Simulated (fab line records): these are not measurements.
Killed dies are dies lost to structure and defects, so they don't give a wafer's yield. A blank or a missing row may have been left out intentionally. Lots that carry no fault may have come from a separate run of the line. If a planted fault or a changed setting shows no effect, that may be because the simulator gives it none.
fab line records	flow n5Finfet
record lots=24	wafers=72	lastDay=17
route steps=1938 shown SPACER0@259 SD_EPI_N@271 SDB@376 DUMMY_REMOVAL@378 HKMG_FIN@455
lots untouched by any fault: they come from a run of this same line in which no faults occurred
startH: hours from the record's opening day to when the first of the lot's shown wafers began	waitH: hours elapsed since this lot's preceding step	" unchanged from the row above	L1.1+2: several wafers, shown together as one row	- no value, or no start was given	* or withheld: withheld	< > ~ a bound
route shown NAME@n: a module of which the file shows steps, and the number in the route of the first	usual: the fault-free wafers' mean and standard deviation	same: alike in all rows	chamber/n: place in a boat	sites: each site's reading	_std_site: the values' standard deviation	_edge_site: outer sites' mean less inner sites'	radiusMm: how far each site lies from the wafer's centre	mask NAME#n: copy n	behind: the tool/chamber that last shaped the wafer	hold: cause of the lot's hold/its duration in hours/its outcome	device: the n, p or np transistor that did not switch	end of line: the tests these same wafers got at the end of their route	a step given without rows: its recipe and nothing more	killed: dies that structure and defects cost at the first sort, which is not the same as the wafer's yield	map: per-die view of a wafer (x killed, . not killed, _ where there is no die)
set.NAME: the setting that was run; set.NAME@STEP: the one run at that earlier step	model.NAME: the simulator's own value behind a step, which no gauge read
steps of the route over a sample of lots; a table a step, a row a wafer
services: a tool's chamber out of use, with start hour (startH, from the record's first day; less than 0 if before it), hours out, and reason
## steps
# step N5_SPACER0_ALD_00
# recipe material=SiOCN	targetThkA=35	tempC=400	aldPrecursorFamily=alkyl-aminosilane	aldCoReactant=O2/N2-plasma	pulseTimeS=3	purgeTimeS=2	coReactantPurgeTimeS=2	aldCycles=58	pressureTorr=2
# usual heaterPowerW=846/110	precursorPulseHeightRel=1.001/0.021
# same coReactantPurgeTimeS=2	purgeTimeS=2
lot.wafer	tool	chamber	startH	waitH	heaterPowerW	precursorPulseHeightRel	sinceWetCleanH
L074.1	aldSin-03	3	51.14	0.1	957	0.985	43
L074.3	"	0	"	"	851	0.960	43
L074.5	"	1	"	"	739	0.986	-
L075.2	aldSin-04	3	54.85	0.1	805	1.030	153
L075.5	"	2	"	"	988	1.021	-
L075.6	"	1	"	"	773	1.001	-
L076.3	aldSin-04	1	59.94	0.1	778	1.010	158
L076.4	"	2	"	"	981	1.007	158
L076.6	"	2	"	"	986	0.957	-
L077.2	aldSin-04	1	67.95	0.1	766	1.004	166
L077.4	"	0	"	"	763	0.988	166
L077.6	"	3	"	"	800	0.989	-
L078.4	aldSin-04	3	72.89	0.1	774	0.970	171
L078.5	"	2	"	"	979	1.027	-
L078.6	"	3	"	"	765	1.000	-
L079.1	aldSin-01	3	78.81	0.1	858	0.978	360
L079.3	"	0	"	"	614	1.018	360
L079.5	"	2	"	"	1061	0.991	-
L080.2	aldSin-01	3	82.82	0.1	848	0.986	364
L080.3	"	2	"	"	1080	1.007	364
L080.6	"	3	"	"	868	1.000	-
L081.1	aldSin-04	0	88.64	0.1	763	1.011	186
L081.4	"	1	"	"	786	1.014	186
L081.5	"	0	"	"	741	0.970	-
L082.2	aldSin-04	1	101.19	0.1	765	0.994	199
L082.4	"	2	"	"	971	0.993	-
L082.5	"	1	"	"	777	1.006	-
L083.1	aldSin-04	3	107.03	0.1	806	1.021	205
L083.3	"	1	"	"	767	0.989	205
L083.4	"	3	"	"	790	1.039	-
L084.1	aldSin-04	1	113.26	0.1	780	1.000	211
L084.2	"	3	"	"	796	1.007	211
L084.4	"	2	"	"	951	0.995	211
L085.2	aldSin-03	2	118.95	0.1	928	1.030	111
L085.3	"	3	"	"	986	0.984	111
L085.6	"	1	"	"	744	1.010	-
L086.2	aldSin-01	2	128.95	0.1	1059	0.987	30
L086.4	"	3	"	"	811	1.015	30
L086.5	"	3	"	"	820	1.012	-
L087.1	aldSin-04	3	133.07	0.1	775	1.034	231
L087.5	"	0	"	"	768	0.999	-
L087.6	"	1	"	"	780	0.965	-
L088.4	aldSin-03	3	136.22	0.1	978	0.979	128
L088.5	"	1	"	"	750	0.990	-
L088.6	"	0	"	"	834	0.995	-
L089.2	aldSin-04	2	140.81	0.1	969	1.002	239
L089.5	"	3	"	"	762	1.000	-
L089.6	"	2	"	"	974	1.003	-
L090.2	aldSin-01	1	146.76	0.1	863	0.985	48
L090.3	"	3	"	"	837	0.997	48
L090.5	"	0	"	"	625	1.010	-
L091.2	aldSin-04	3	151.33	0.1	794	0.966	249
L091.5	"	1	"	"	784	0.967	-
L091.6	"	2	"	"	973	0.981	-
L092.2	aldSin-04	2	157.26	0.1	956	1.032	255
L092.4	"	1	"	"	784	0.995	255
L092.5	"	1	"	"	782	1.004	-
L093.2	aldSin-03	1	160.83	0.1	749	0.985	153
L093.3	"	0	"	"	842	1.042	153
L093.6	"	3	"	"	994	1.016	-
L094.2	aldSin-01	2	168.88	0.1	1074	1.002	70
L094.3	"	0	"	"	616	0.993	70
L094.5	"	1	"	"	859	0.975	-
L095.2	aldSin-01	0	176.82	0.1	628	0.992	78
L095.4	"	1	"	"	843	1.002	78
L095.5	"	2	"	"	1078	1.003	-
L096.1	aldSin-03	2	179.94	0.1	908	1.020	172
L096.4	"	1	"	"	749	0.964	172
L096.6	"	2	"	"	909	1.005	-
L097.3	aldSin-03	0	186.68	0.1	849	1.007	179
L097.4	"	3	"	"	968	0.952	179
L097.6	"	0	"	"	855	1.003	-
# step N5_SD_EPI_N_OVL_MEAS_10
# recipe pointsPerWafer=44
# usual SD_N_BLK_OVL=0.2/0.7
lot.wafer	tool	chamber	startH	waitH	SD_N_BLK_OVL[nm]
L074.1	overlay-02	0	51.98	0.0	1.2
L074.3	"	0	"	"	1.6
L074.5	"	0	"	"	1.0
L075.2	overlay-02	0	55.69	0.0	-0.5
L075.5	"	0	"	"	-0.7
L075.6	"	0	"	"	-0.5
L076.3	overlay-02	0	60.79	0.0	0.1
L076.4	"	0	"	"	0.7
L076.6	"	0	"	"	-0.1
L077.2	overlay-01	0	68.80	0.0	0.3
L077.4	"	0	"	"	-0.1
L077.6	"	0	"	"	0.6
L078.4	overlay-01	0	73.74	0.0	-0.2
L078.5	"	0	"	"	-0.7
L078.6	"	0	"	"	-0.6
L079.1	overlay-01	0	79.52	0.0	-0.5
L079.3	"	0	"	"	0.8
L079.5	"	0	"	"	-0.2
L080.2	overlay-02	0	83.67	0.0	-0.8
L080.3	"	0	"	"	0.0
L080.6	"	0	"	"	1.1
L081.1	overlay-02	0	89.48	0.0	-0.7
L081.4	"	0	"	"	-1.5
L081.5	"	0	"	"	0.5
L082.2	overlay-02	0	102.05	0.0	-0.2
L082.4	"	0	"	"	0.2
L082.5	"	0	"	"	0.2
L083.1	overlay-01	0	107.75	0.0	-0.9
L083.3	"	0	"	"	-0.9
L083.4	"	0	"	"	-0.4
L084.1	overlay-01	0	114.10	0.0	1.1
L084.2	"	0	"	"	1.1
L084.4	"	0	"	"	0.8
L085.2	overlay-02	0	119.80	0.0	0.1
L085.3	"	0	"	"	1.1
L085.6	"	0	"	"	0.2
L086.2	overlay-02	0	129.67	0.0	-1.2
L086.4	"	0	"	"	0.0
L086.5	"	0	"	"	-0.4
L087.1	overlay-02	0	133.92	0.0	-0.3
L087.5	"	0	"	"	0.2
L087.6	"	0	"	"	1.0
L088.4	overlay-02	0	137.06	0.0	-0.2
L088.5	"	0	"	"	0.9
L088.6	"	0	"	"	-0.4
L089.2	overlay-01	0	141.65	0.0	-0.1
L089.5	"	0	"	"	0.6
L089.6	"	0	"	"	0.6
L090.2	overlay-01	0	147.61	0.0	0.6
L090.3	"	0	"	"	0.0
L090.5	"	0	"	"	0.6
L091.2	overlay-01	0	152.05	0.0	-0.4
L091.5	"	0	"	"	0.5
L091.6	"	0	"	"	-0.9
L092.2	overlay-02	0	158.11	0.0	-0.5
L092.4	"	0	"	"	0.1
L092.5	"	0	"	"	1.2
L093.2	overlay-01	0	161.55	0.0	0.3
L093.3	"	0	"	"	1.8
L093.6	"	0	"	"	1.3
L094.2	overlay-01	0	169.62	0.0	0.8
L094.3	"	0	"	"	2.0
L094.5	"	0	"	"	1.4
L095.2	overlay-01	0	177.53	0.0	-0.2
L095.4	"	0	"	"	-0.2
L095.5	"	0	"	"	0.2
L096.1	overlay-02	0	180.79	0.0	1.0
L096.4	"	0	"	"	0.0
L096.6	"	0	"	"	1.1
L097.3	overlay-02	0	187.40	0.0	0.4
L097.4	"	0	"	"	0.1
L097.6	"	0	"	"	0.6
# step N5_SD_EPI_N_ETCH_16
# recipe chemistry=CHF3/O2	target=SiO2	targetDepthA=50	maskMaterial=SOC	pressureMtorr=30	sourceW=650	biasW=170	Ar_flow_sccm=200	CHF3_flow_sccm=50	O2_flow_sccm=5	ionEnergyEv=200
# usual biasW=170.0/0.51	drypumpMotorCurrentA=5.5/0.53	oesProductAu=0.78/0.1	rfVppV=520/13	showerheadPlenumPTorr=2.40/0.058	throttleValvePct=18.98/0.21
lot.wafer	tool	chamber	startH	waitH	biasW	drypumpMotorCurrentA	oesProductAu	rfHoursCounterH	rfVppV	showerheadPlenumPTorr	throttleValvePct
L074.1	rieDiel-06	1	52.66	0.1	170.2	5.9	0.71	181	520	2.41	19.24
L074.3	"	3	"	"	170.2	4.8	0.72	160	517	2.53	19.20
L074.5	"	1	"	"	170.8	5.8	0.71	-	521	2.41	19.23
L075.2	rieDiel-05	3	56.41	0.1	169.9	6.1	0.74	152	522	2.41	19.00
L075.5	"	2	"	"	169.8	4.8	0.79	-	499	2.32	18.92
L075.6	"	1	"	"	169.5	5.1	0.68	-	543	2.45	19.00
L076.3	rieDiel-05	1	61.46	0.1	170.0	5.0	0.68	247	541	2.45	19.02
L076.4	"	0	"	"	169.8	5.9	0.99	1	518	2.37	18.90
L076.6	"	3	"	"	169.6	6.1	0.73	-	521	2.41	19.00
L077.2	rieDiel-06	1	69.47	0.1	169.6	5.9	0.70	188	520	2.40	19.23
L077.4	"	3	"	"	170.0	4.8	0.71	-	518	2.53	19.20
L077.6	"	1	"	"	170.3	5.9	0.70	-	521	2.40	19.27
L078.4	rieDiel-06	3	74.49	0.1	169.7	4.8	0.70	168	516	2.53	19.20
L078.5	"	2	"	"	170.2	4.7	0.68	-	510	2.37	19.12
L078.6	"	3	"	"	169.0	4.8	0.70	-	517	2.53	19.20
L079.1	rieDiel-05	0	80.31	0.1	170.7	5.9	0.97	9	518	2.37	18.92
L079.3	"	3	"	"	169.6	6.1	0.74	161	521	2.40	19.01
L079.5	"	2	"	"	169.4	4.8	0.78	-	499	2.32	18.94
L080.2	rieDiel-05	2	84.34	0.1	170.6	4.8	0.77	130	498	2.32	18.93
L080.3	"	0	"	"	170.3	5.9	0.95	12	517	2.37	18.91
L080.6	"	3	"	"	171.0	6.1	0.72	-	521	2.40	19.02
L081.1	rieDiel-05	0	90.16	0.1	169.5	5.9	0.95	13	516	2.37	18.93
L081.4	"	3	"	"	170.3	6.1	0.71	165	521	2.40	19.01
L081.5	"	0	"	"	170.1	5.9	0.94	-	517	2.37	18.92
L082.2	rieDiel-05	0	102.98	0.1	170.3	5.9	0.93	17	517	2.37	18.93
L082.4	"	3	"	"	170.2	6.1	0.72	170	519	2.40	19.02
L082.5	"	3	"	"	169.7	6.1	0.72	-	523	2.40	19.04
L083.1	rieDiel-05	3	108.42	0.1	170.7	6.1	0.73	172	521	2.40	19.05
L083.3	"	2	"	"	169.1	4.8	0.76	138	498	2.32	18.96
L083.4	"	0	"	"	170.5	5.9	0.93	19	518	2.37	18.94
L084.1	rieDiel-05	2	114.78	0.1	170.2	4.8	0.76	141	498	2.32	18.96
L084.2	"	0	"	"	170.0	5.9	0.93	21	516	2.37	18.94
L084.4	"	1	"	"	169.7	5.1	0.90	9	540	2.45	18.63
L085.2	rieDiel-03	1	120.65	0.1	170.0	5.8	0.68	249	524	2.36	19.17
L085.3	"	3	"	"	169.6	5.5	0.72	216	533	2.45	18.99
L085.6	"	2	"	"	169.2	5.8	0.96	-	536	2.47	18.64
L086.2	rieDiel-06	0	130.61	0.1	169.2	5.2	0.92	15	508	2.48	18.57
L086.4	"	2	"	"	169.6	4.7	0.68	236	510	2.36	19.14
L086.5	"	2	"	"	169.5	4.7	0.68	-	511	2.36	19.13
L087.1	rieDiel-03	0	134.64	0.1	170.1	6.3	0.67	243	534	2.39	19.31
L087.5	"	2	"	"	170.4	5.8	0.93	-	536	2.46	18.64
L087.6	"	0	"	"	170.5	6.3	0.67	-	534	2.39	19.30
L088.4	rieDiel-03	2	137.76	0.0	170.7	5.8	0.93	-	536	2.46	18.63
L088.5	"	0	"	"	169.4	6.3	0.67	-	535	2.39	19.30
L088.6	"	3	"	"	171.0	5.5	0.71	-	534	2.45	18.99
L089.2	rieDiel-06	3	142.37	0.1	170.0	4.8	0.70	193	516	2.52	19.26
L089.5	"	0	"	"	170.1	5.2	0.92	-	506	2.47	18.57
L089.6	"	3	"	"	169.8	4.9	0.70	-	517	2.52	19.25
L090.2	rieDiel-05	0	148.75	0.1	169.4	5.9	0.90	34	518	2.36	18.95
L090.3	"	2	"	"	170.8	4.8	0.74	156	498	2.31	18.97
L090.5	"	1	"	"	170.9	5.1	0.88	-	539	2.44	18.64
L091.2	rieDiel-06	3	152.72	0.1	169.8	4.8	0.70	198	518	2.51	19.25
L091.5	"	2	"	"	168.8	4.7	0.67	-	511	2.36	19.14
L091.6	"	1	"	"	169.6	5.8	0.67	-	518	2.39	19.31
L092.2	rieDiel-05	1	158.79	0.1	170.6	5.1	0.86	26	541	2.44	18.67
L092.4	"	2	"	"	169.2	4.8	0.74	159	497	2.31	18.97
L092.5	"	0	"	"	170.9	5.9	0.89	-	517	2.36	18.97
L093.2	rieDiel-03	3	162.65	0.1	170.0	5.5	0.70	236	533	2.44	19.01
L093.3	"	1	"	"	170.0	5.9	0.97	6	523	2.35	18.71
L093.6	"	3	"	"	170.3	5.5	0.69	-	534	2.44	19.02
L094.2	rieDiel-06	3	170.71	0.1	169.5	4.8	0.69	204	516	2.51	19.26
L094.3	"	1	"	"	168.9	5.9	0.66	227	518	2.39	19.30
L094.5	"	0	"	"	170.3	5.2	0.90	-	506	2.47	18.61
L095.2	rieDiel-05	1	178.97	0.1	169.4	5.1	0.85	34	540	2.44	18.67
L095.4	"	0	"	"	168.9	5.9	0.88	43	516	2.36	18.97
L095.5	"	1	"	"	170.2	5.0	0.86	-	540	2.44	18.66
L096.1	rieDiel-05	1	181.46	0.1	170.1	5.1	0.85	35	540	2.44	18.68
L096.4	"	2	"	"	169.6	4.8	0.73	168	497	2.31	19.00
L096.6	"	2	"	"	169.6	4.8	0.73	-	498	2.31	19.01
L097.3	rieDiel-03	0	188.28	0.1	170.6	6.2	0.97	5	534	2.39	18.99
L097.4	"	2	"	"	170.7	5.8	0.90	43	537	2.45	18.67
L097.6	"	2	"	"	171.0	5.8	0.90	-	538	2.45	18.66
# step N5_SDB_INSPECT_36
# recipe inspectInstrument=darkfield	mode=postCmp
# usual rawDefectCount=37/16
lot.wafer	tool	chamber	startH	waitH	rawDefectCount
L074.1	defectInspect-02	-	73.88	0.0	22
L074.3	"	-	"	"	39
L074.5	"	-	"	"	32
L075.2	defectInspect-02	-	76.01	0.0	57
L075.5	"	-	"	"	35
L075.6	"	-	"	"	45
L076.3	defectInspect-02	-	80.75	0.0	37
L076.4	"	-	"	"	39
L076.6	"	-	"	"	34
L077.2	defectInspect-01	-	88.83	0.0	19
L077.4	"	-	"	"	52
L077.6	"	-	"	"	51
L078.4	defectInspect-01	-	94.52	0.0	52
L078.5	"	-	"	"	53
L078.6	"	-	"	"	45
L079.1	defectInspect-02	-	100.61	0.0	29
L079.3	"	-	"	"	16
L079.5	"	-	"	"	36
L080.2	defectInspect-01	-	106.97	0.0	35
L080.3	"	-	"	"	29
L080.6	"	-	"	"	39
L081.1	defectInspect-01	-	113.05	0.0	36
L081.4	"	-	"	"	33
L081.5	"	-	"	"	39
L082.2	defectInspect-02	-	124.30	0.0	73
L082.4	"	-	"	"	35
L082.5	"	-	"	"	26
L083.1	defectInspect-02	-	130.48	0.0	63
L083.3	"	-	"	"	55
L083.4	"	-	"	"	53
L084.1	defectInspect-01	-	134.91	0.0	32
L084.2	"	-	"	"	60
L084.4	"	-	"	"	38
L085.2	defectInspect-01	-	140.40	0.0	17
L085.3	"	-	"	"	19
L085.6	"	-	"	"	15
L086.2	defectInspect-01	-	150.22	0.0	21
L086.4	"	-	"	"	25
L086.5	"	-	"	"	24
L087.1	defectInspect-01	-	154.51	0.0	18
L087.5	"	-	"	"	22
L087.6	"	-	"	"	35
L088.4	defectInspect-02	-	157.82	0.0	28
L088.5	"	-	"	"	48
L088.6	"	-	"	"	27
L089.2	defectInspect-02	-	161.66	0.0	41
L089.5	"	-	"	"	21
L089.6	"	-	"	"	20
L090.2	defectInspect-01	-	169.47	0.0	27
L090.3	"	-	"	"	44
L090.5	"	-	"	"	39
L091.2	defectInspect-02	-	173.53	0.0	16
L091.5	"	-	"	"	45
L091.6	"	-	"	"	46
L092.2	defectInspect-01	-	178.09	0.0	38
L092.4	"	-	"	"	87
L092.5	"	-	"	"	90
L093.2	defectInspect-01	-	185.51	0.0	20
L093.3	"	-	"	"	35
L093.6	"	-	"	"	34
L094.2	defectInspect-02	-	190.27	0.0	46
L094.3	"	-	"	"	40
L094.5	"	-	"	"	25
L095.2	defectInspect-01	-	198.12	0.0	27
L095.4	"	-	"	"	35
L095.5	"	-	"	"	27
L096.1	defectInspect-02	-	201.99	0.0	39
L096.4	"	-	"	"	36
L096.6	"	-	"	"	39
L097.3	defectInspect-02	-	208.55	0.0	22
L097.4	"	-	"	"	49
L097.6	"	-	"	"	43
# step N5_DUMMY_REMOVAL_STRIP_10
# recipe chemistry=N2/H2	timeS=40	powerW=100	tempC=40	pressureMtorr=100	rfFrequencyHz=6e+07	biasPowerW=3	n2FlowSccm=300	h2FlowSccm=300
# usual drypumpMotorCurrentA=5.9/0.58	oesProductAu=0.80/0.084	rfVppV=45.3/0.96	showerheadPlenumPTorr=3.38/0.11	throttleValvePct=12.13/0.24
lot.wafer	tool	chamber	startH	waitH	drypumpMotorCurrentA	oesProductAu	rfHoursCounterH	rfVppV	showerheadPlenumPTorr	throttleValvePct
L074.1	rieDiel-01	0	73.95	0.0	5.1	0.98	3	44.3	3.32	11.83
L074.3	"	1	"	"	6.4	0.95	9	45.1	3.43	11.98
L074.5	"	1	"	"	6.4	0.95	-	43.8	3.43	12.00
L075.2	rieDiel-01	1	76.28	0.0	6.4	0.94	10	45.8	3.43	11.99
L075.5	"	1	"	"	6.4	0.94	-	46.1	3.43	11.99
L075.6	"	0	"	"	5.1	0.99	-	43.3	3.32	11.84
L076.3	rieDiel-01	3	80.82	0.0	6.2	0.76	150	44.3	3.34	11.80
L076.4	"	2	"	"	6.8	0.82	94	45.1	3.30	11.98
L076.6	"	3	"	"	6.2	0.76	-	46.8	3.34	11.82
L077.2	rieDiel-04	1	88.90	0.0	5.0	0.94	4	44.6	3.48	12.09
L077.4	"	2	"	"	5.8	0.77	138	45.4	3.26	12.04
L077.6	"	0	"	"	6.1	0.75	-	44.5	3.52	12.34
L078.4	rieDiel-02	1	94.58	0.0	5.3	0.76	138	44.9	3.39	12.18
L078.5	"	3	"	"	6.0	0.71	-	44.8	3.36	12.40
L078.6	"	0	"	"	5.6	0.69	-	43.9	3.51	12.65
L079.1	rieDiel-04	0	100.68	0.0	6.1	0.75	155	44.7	3.52	12.36
L079.3	"	2	"	"	5.8	0.76	141	45.6	3.26	12.03
L079.5	"	3	"	"	6.6	0.83	-	45.4	3.26	11.91
L080.2	rieDiel-04	2	107.19	0.0	5.7	0.76	143	45.3	3.25	12.05
L080.3	"	0	"	"	6.1	0.75	157	46.0	3.52	12.37
L080.6	"	0	"	"	6.1	0.74	-	45.4	3.52	12.36
L081.1	rieDiel-04	3	113.12	0.0	6.7	0.83	110	43.7	3.25	11.93
L081.4	"	2	"	"	5.6	0.76	146	46.0	3.25	12.04
L081.5	"	0	"	"	6.1	0.75	-	45.0	3.52	12.38
L082.2	rieDiel-02	3	124.37	0.0	6.0	0.70	157	46.5	3.36	12.43
L082.4	"	0	"	"	5.6	0.69	-	45.5	3.50	12.69
L082.5	"	3	"	"	6.0	0.70	-	45.9	3.35	12.43
L083.1	rieDiel-04	0	130.55	0.0	6.1	0.74	164	45.5	3.52	12.37
L083.3	"	1	"	"	5.0	0.90	16	44.2	3.48	12.11
L083.4	"	2	"	"	5.7	0.75	150	46.5	3.25	12.06
L084.1	rieDiel-04	3	135.07	0.0	6.7	0.81	117	44.5	3.25	11.94
L084.2	"	2	"	"	5.7	0.75	152	44.8	3.25	12.06
L084.4	"	1	"	"	5.0	0.89	-	46.6	3.48	12.09
L085.2	rieDiel-01	0	140.47	0.0	5.1	0.93	23	44.8	3.31	11.88
L085.3	"	1	"	"	6.3	0.90	30	43.9	3.42	12.04
L085.6	"	3	"	"	6.3	0.75	-	43.6	3.33	11.86
L086.2	rieDiel-02	2	150.30	0.0	6.2	0.94	8	46.0	3.57	11.81
L086.4	"	3	"	"	6.0	0.70	167	45.8	3.35	12.47
L086.5	"	3	"	"	6.0	0.71	-	45.3	3.35	12.45
L087.1	rieDiel-02	0	154.58	0.0	5.6	0.68	242	45.9	3.50	12.72
L087.5	"	2	"	"	6.2	0.93	-	44.5	3.57	11.81
L087.6	"	1	"	"	5.4	0.76	-	44.8	3.38	12.22
L088.4	rieDiel-02	0	157.92	0.0	5.6	0.68	-	44.9	3.49	12.72
L088.5	"	3	"	"	6.0	0.70	-	45.2	3.35	12.46
L088.6	"	2	"	"	6.2	0.93	-	45.5	3.57	11.83
L089.2	rieDiel-04	0	161.73	0.0	6.1	0.74	169	45.2	3.51	12.40
L089.5	"	0	"	"	6.1	0.73	-	45.2	3.51	12.41
L089.6	"	1	"	"	5.0	0.88	-	45.4	3.47	12.15
L090.2	rieDiel-01	1	169.60	0.0	6.3	0.89	39	46.0	3.42	12.08
L090.3	"	3	"	"	6.3	0.73	176	46.4	3.33	11.86
L090.5	"	2	"	"	6.8	0.80	-	44.2	3.29	12.02
L091.2	rieDiel-01	0	173.60	0.0	5.1	0.90	35	46.0	3.30	11.92
L091.5	"	2	"	"	6.8	0.80	-	43.2	3.29	12.03
L091.6	"	1	"	"	6.4	0.90	-	45.5	3.42	12.08
L092.2	rieDiel-04	0	178.16	0.0	6.1	0.74	173	44.2	3.51	12.41
L092.4	"	2	"	"	5.7	0.74	167	43.8	3.24	12.08
L092.5	"	2	"	"	5.7	0.74	-	46.3	3.24	12.11
L093.2	rieDiel-04	0	185.68	0.0	6.2	0.73	176	46.5	3.51	12.42
L093.3	"	2	"	"	5.8	0.74	170	44.4	3.24	12.11
L093.6	"	1	"	"	5.0	0.86	-	44.1	3.47	12.17
L094.2	rieDiel-04	2	190.34	0.0	5.7	0.74	171	45.0	3.24	12.11
L094.3	"	3	"	"	6.6	0.80	135	44.5	3.24	11.98
L094.5	"	2	"	"	5.7	0.74	-	44.5	3.24	12.11
L095.2	rieDiel-04	2	198.29	0.0	5.8	0.74	173	44.5	3.24	12.12
L095.4	"	3	"	"	6.7	0.80	137	44.6	3.24	11.99
L095.5	"	0	"	"	6.1	0.72	-	44.9	3.51	12.43
L096.1	rieDiel-04	2	202.06	0.0	5.8	0.74	174	44.9	3.24	12.14
L096.4	"	3	"	"	6.6	0.80	138	44.5	3.24	11.99
L096.6	"	3	"	"	6.6	0.80	-	45.9	3.24	11.99
L097.3	rieDiel-01	1	208.62	0.0	6.3	0.87	51	45.8	3.41	12.10
L097.4	"	0	"	"	5.1	0.88	45	45.0	3.29	11.94
L097.6	"	2	"	"	6.8	0.78	-	45.5	3.28	12.06
# step N5_HKMG_FIN_STRIP_69
# recipe chemistry=N2/H2	powerW=2500	tempC=300	h2Frac=0.65	timeS=360	pressureMtorr=withheld	n2FlowSccm=1750	h2FlowSccm=3250
# usual drypumpMotorCurrentA=5.5/0.45	heaterPowerW=473/33
lot.wafer	tool	chamber	startH	waitH	drypumpMotorCurrentA	heaterPowerW	rfHoursCounterH
L074.1	plasmaAsher-01	1	82.37	0.1	5.7	522	37
L074.3	"	1	"	"	5.7	521	-
L074.5	"	1	"	"	5.6	533	-
L075.2	plasmaAsher-02	0	84.91	0.1	4.9	467	90
L075.5	"	1	"	"	5.5	505	-
L075.6	"	0	"	"	4.9	464	-
L076.3	plasmaAsher-02	0	89.52	0.2	4.9	472	-
L076.4	"	1	"	"	5.5	480	-
L076.6	"	0	"	"	4.8	464	-
L077.2	plasmaAsher-01	1	96.66	0.1	5.7	524	40
L077.4	"	1	"	"	5.6	527	-
L077.6	"	0	"	"	6.1	435	-
L078.4	plasmaAsher-02	1	103.74	0.4	5.5	480	-
L078.5	"	0	"	"	4.9	465	-
L078.6	"	1	"	"	5.4	486	-
L079.1	plasmaAsher-02	1	108.42	0.1	5.5	487	96
L079.3	"	1	"	"	5.5	498	-
L079.5	"	0	"	"	4.9	459	-
L080.2	plasmaAsher-02	0	115.35	0.1	4.9	456	98
L080.3	"	0	"	"	4.9	466	-
L080.6	"	1	"	"	5.5	496	-
L081.1	plasmaAsher-02	0	121.21	0.1	4.8	459	99
L081.4	"	1	"	"	5.5	489	-
L081.5	"	0	"	"	4.8	455	-
L082.2	plasmaAsher-01	1	132.89	0.1	5.7	512	44
L082.4	"	1	"	"	5.7	515	-
L082.5	"	1	"	"	5.7	519	-
L083.1	plasmaAsher-02	1	138.64	0.1	5.4	497	102
L083.3	"	1	"	"	5.5	485	-
L083.4	"	0	"	"	4.8	455	-
L084.1	plasmaAsher-02	0	143.10	0.1	4.9	444	103
L084.2	"	1	"	"	5.5	477	103
L084.4	"	0	"	"	4.9	462	-
L085.2	plasmaAsher-02	0	149.00	0.1	4.9	451	105
L085.3	"	0	"	"	4.9	457	-
L085.6	"	0	"	"	4.8	477	-
L086.2	plasmaAsher-01	1	157.76	0.1	5.6	520	49
L086.4	"	1	"	"	5.6	525	-
L086.5	"	1	"	"	5.6	525	-
L087.1	plasmaAsher-01	1	162.26	0.1	5.6	524	50
L087.5	"	1	"	"	5.6	524	-
L087.6	"	0	"	"	6.1	432	-
L088.4	plasmaAsher-01	1	165.91	0.2	5.6	494	-
L088.5	"	0	"	"	6.1	421	-
L088.6	"	1	"	"	5.7	516	-
L089.2	plasmaAsher-02	1	169.51	0.1	5.5	490	110
L089.5	"	1	"	"	5.5	487	-
L089.6	"	0	"	"	4.9	456	-
L090.2	plasmaAsher-02	0	177.70	0.1	4.8	456	111
L090.3	"	0	"	"	4.9	456	-
L090.5	"	1	"	"	5.5	502	-
L091.2	plasmaAsher-02	0	182.20	0.1	4.9	448	112
L091.5	"	0	"	"	4.9	458	-
L091.6	"	1	"	"	5.5	497	-
L092.2	plasmaAsher-02	1	185.94	0.1	5.5	477	113
L092.4	"	0	"	"	4.9	469	-
L092.5	"	1	"	"	5.5	492	-
L093.2	plasmaAsher-01	1	193.48	0.1	5.6	522	57
L093.3	"	1	"	"	5.7	520	-
L093.6	"	1	"	"	5.7	526	-
L094.2	plasmaAsher-01	0	197.92	0.1	6.1	432	58
L094.3	"	1	"	"	5.7	510	-
L094.5	"	1	"	"	5.7	520	-
L095.2	plasmaAsher-01	1	206.05	0.1	5.6	523	60
L095.4	"	1	"	"	5.6	507	-
L095.5	"	0	"	"	6.1	422	-
L096.1	plasmaAsher-01	0	209.98	0.1	6.1	419	60
L096.4	"	1	"	"	5.7	524	-
L096.6	"	1	"	"	5.7	524	-
L097.3	plasmaAsher-02	1	216.45	0.2	5.5	482	-
L097.4	"	0	"	"	4.8	453	-
L097.6	"	0	"	"	4.9	459	-
## services
tool	chamber	startH	hours	kind
rieDiel-02	1	29.51	5.5	repair
rieDiel-01	3	31.66	14.4	repair
rieDiel-01	-	38.35	2.0	repair
aldSin-01	-	39.70	2.8	pm
aldSin-04	0	39.99	2.1	repair
aldSin-01	0	48.83	4.5	repair
aldSin-01	0	60.50	4.5	repair
rieDiel-02	3	63.87	10.9	repair
rieDiel-02	3	75.88	2.6	repair
rieDiel-03	0	77.63	53.1	repair
aldSin-01	-	85.25	14.0	pm
plasmaAsher-01	-	90.85	2.3	repair
aldSin-04	0	94.13	16.4	repair
aldSin-03	-	96.95	6.1	pm
aldSin-01	-	99.25	14.6	pm
rieDiel-06	0	100.78	9.1	repair
rieDiel-04	2	114.20	1.9	repair
rieDiel-06	-	119.48	4.4	repair
rieDiel-06	0	124.63	1.7	repair
rieDiel-04	-	131.63	0.8	repair
rieDiel-04	0	132.51	11.9	repair
aldSin-03	3	142.57	3.6	repair
rieDiel-01	3	165.35	3.0	repair
aldSin-03	3	204.97	1.7	repair
## key
fault none
